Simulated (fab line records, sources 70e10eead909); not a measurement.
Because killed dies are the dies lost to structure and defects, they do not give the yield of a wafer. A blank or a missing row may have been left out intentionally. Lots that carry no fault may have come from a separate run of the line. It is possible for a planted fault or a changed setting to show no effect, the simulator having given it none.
Check for tools in common / flow nand-harc / Sampled: 13 lots, 39 wafers

== REASON IT WAS OPENED ==
At NHARC_A_ONON_D1_THK_MEAS_08 the reading thk-nm is flagged on 2 of 13 lots. No-fault wafers: 999 nm, standard deviation 10.
Rule: a lot gets a flag if all its wafers with a number sit over 4 standard deviations from that mean, or if no wafer of it has a number. The rest of the lots are taken to be sound.

lot=L725; measured=day 7 18:41; on=film-metro-02; thk-nm (nm), wafer by wafer=1014 1011 1012; flag=
lot=L727; measured=day 8 13:03; on=film-metro-01; thk-nm (nm), wafer by wafer=996 996 994; flag=
lot=L728; measured=day 9 02:19; on=film-metro-01; thk-nm (nm), wafer by wafer=996 996 997; flag=
lot=L730; measured=day 10 02:54; on=film-metro-01; thk-nm (nm), wafer by wafer=1003 1003 1002; flag=
lot=L731; measured=day 10 13:02; on=film-metro-01; thk-nm (nm), wafer by wafer=997 995 997; flag=
lot=L732; measured=day 10 16:36; on=film-metro-01; thk-nm (nm), wafer by wafer=1006 1009 1007; flag=
lot=L733; measured=day 11 05:11; on=film-metro-01; thk-nm (nm), wafer by wafer=983 984 981; flag=
lot=L736; measured=day 12 10:56; on=film-metro-02; thk-nm (nm), wafer by wafer=988 989 987; flag=
lot=L741; measured=day 14 16:34; on=film-metro-01; thk-nm (nm), wafer by wafer=1008 1008 1009; flag=
lot=L743; measured=day 15 08:16; on=film-metro-02; thk-nm (nm), wafer by wafer=515 513 513; flag=FLAGGED
lot=L744; measured=day 15 14:37; on=film-metro-01; thk-nm (nm), wafer by wafer=529 531 531; flag=FLAGGED
lot=L745; measured=day 16 12:53; on=film-metro-01; thk-nm (nm), wafer by wafer=993 993 994; flag=
lot=L747; measured=day 16 23:10; on=film-metro-01; thk-nm (nm), wafer by wafer=1009 1009 1009; flag=
The mean of the flagged lots' numbers is 522 nm, -477 nm from the usual (-48 standard deviations).

== TOOL THAT RAN EACH LOT ==
The record holds 2 process steps before the reading, out of a route of 1302 steps. In each cell: the tool, then ch and the chambers that the sampled wafers went through, then the start.
lot=L725; flag=; NHARC_A_ZERO_WELL_ETCH_13=rie-si-03 ch 0,1,2, day 6 20:48; NHARC_A_ONON_D1_DEP_06=pecvd-onon-04 ch 0, day 7 18:10
lot=L727; flag=; NHARC_A_ZERO_WELL_ETCH_13=rie-si-01 ch 0,2,3, day 7 15:01; NHARC_A_ONON_D1_DEP_06=pecvd-onon-04 ch 0, day 8 12:35
lot=L728; flag=; NHARC_A_ZERO_WELL_ETCH_13=rie-si-03 ch 0,2,3, day 8 03:34; NHARC_A_ONON_D1_DEP_06=pecvd-onon-04 ch 0, day 9 01:56
lot=L730; flag=; NHARC_A_ZERO_WELL_ETCH_13=rie-si-03 ch 1,3, day 9 01:04; NHARC_A_ONON_D1_DEP_06=pecvd-onon-04 ch 0, day 10 02:23
lot=L731; flag=; NHARC_A_ZERO_WELL_ETCH_13=rie-si-01 ch 2,3, day 9 11:57; NHARC_A_ONON_D1_DEP_06=pecvd-onon-04 ch 0, day 10 12:31
lot=L732; flag=; NHARC_A_ZERO_WELL_ETCH_13=rie-si-05 ch 2,3, day 9 16:48; NHARC_A_ONON_D1_DEP_06=pecvd-onon-04 ch 0, day 10 16:05
lot=L733; flag=; NHARC_A_ZERO_WELL_ETCH_13=rie-si-05 ch 0,3, day 10 04:57; NHARC_A_ONON_D1_DEP_06=pecvd-onon-04 ch 0, day 11 04:44
lot=L736; flag=; NHARC_A_ZERO_WELL_ETCH_13=rie-si-01 ch 0,3, day 11 08:22; NHARC_A_ONON_D1_DEP_06=pecvd-onon-04 ch 0, day 12 10:26
lot=L741; flag=; NHARC_A_ZERO_WELL_ETCH_13=rie-si-01 ch 1,2,3, day 13 17:03; NHARC_A_ONON_D1_DEP_06=pecvd-onon-01 ch 0, day 14 16:03
lot=L743; flag=FLAGGED; NHARC_A_ZERO_WELL_ETCH_13=rie-si-05 ch 0,2, day 14 09:09; NHARC_A_ONON_D1_DEP_06=pecvd-onon-04 ch 0, day 15 07:52
lot=L744; flag=FLAGGED; NHARC_A_ZERO_WELL_ETCH_13=rie-si-05 ch 1,2,3, day 14 15:21; NHARC_A_ONON_D1_DEP_06=pecvd-onon-04 ch 0, day 15 14:07
lot=L745; flag=; NHARC_A_ZERO_WELL_ETCH_13=rie-si-01 ch 0,3, day 15 13:20; NHARC_A_ONON_D1_DEP_06=pecvd-onon-01 ch 0, day 16 12:26
lot=L747; flag=; NHARC_A_ZERO_WELL_ETCH_13=rie-si-05 ch 0,1,3, day 16 02:47; NHARC_A_ONON_D1_DEP_06=pecvd-onon-03 ch 0, day 16 22:42
What the steps here do:
- NHARC_A_ZERO_WELL_ETCH_13: etches the open film in HBr/Cl2, target depth 120 nm, time 40.1 s.
- NHARC_A_ONON_D1_DEP_06: target thk 1000 nm.
- NHARC_A_ONON_D1_THK_MEAS_08: measures by ellipsometry.

== FLAGGED OVER TOTAL, TOOL BY TOOL (the gauges that took the reading come last) ==
step=NHARC_A_ZERO_WELL_ETCH_13; tool=rie-si-01; lots run=5; flagged=0; share of the flagged lots=none; sound lots run after its first flagged lot=-
step=NHARC_A_ZERO_WELL_ETCH_13; tool=rie-si-03; lots run=3; flagged=0; share of the flagged lots=none; sound lots run after its first flagged lot=-
step=NHARC_A_ZERO_WELL_ETCH_13; tool=rie-si-05; lots run=5; flagged=2; share of the flagged lots=all; sound lots run after its first flagged lot=1 (L747)
step=NHARC_A_ONON_D1_DEP_06; tool=pecvd-onon-01; lots run=2; flagged=0; share of the flagged lots=none; sound lots run after its first flagged lot=-
step=NHARC_A_ONON_D1_DEP_06; tool=pecvd-onon-03; lots run=1; flagged=0; share of the flagged lots=none; sound lots run after its first flagged lot=-
step=NHARC_A_ONON_D1_DEP_06; tool=pecvd-onon-04; lots run=10; flagged=2; share of the flagged lots=all; sound lots run after its first flagged lot=0
step=NHARC_A_ONON_D1_THK_MEAS_08; tool=film-metro-01; lots run=10; flagged=1; share of the flagged lots=some; sound lots run after its first flagged lot=2 (L745,L747)
step=NHARC_A_ONON_D1_THK_MEAS_08; tool=film-metro-02; lots run=3; flagged=1; share of the flagged lots=some; sound lots run after its first flagged lot=0

== WHAT THE TABLE ALLOWS ==
Every flagged lot went through 2 rows of the table: rie-si-05 at NHARC_A_ZERO_WELL_ETCH_13 and pecvd-onon-04 at NHARC_A_ONON_D1_DEP_06.
- rie-si-05 at NHARC_A_ZERO_WELL_ETCH_13: 2 of its 5 lots flagged. After the first flagged lot (L747), sound lots still ran on it; a lasting fault on the whole tool would not permit that.
- pecvd-onon-04 at NHARC_A_ONON_D1_DEP_06: 2 of its 10 lots flagged. It ran its last sound lot, L736, at day 12 10:26 and its first flagged lot, L743, at day 15 07:52: a fault with its onset between the two fits.
pecvd-onon-04 at NHARC_A_ONON_D1_DEP_06 is the single tool remaining.

== WHAT THE SIMULATOR HAD PUT IN ==
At NHARC_A_ONON_D1_DEP_06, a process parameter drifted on pecvd-onon-04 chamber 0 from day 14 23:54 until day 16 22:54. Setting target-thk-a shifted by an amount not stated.
Lots struck among those shown: L743, L744. The rule above reached the same finding.
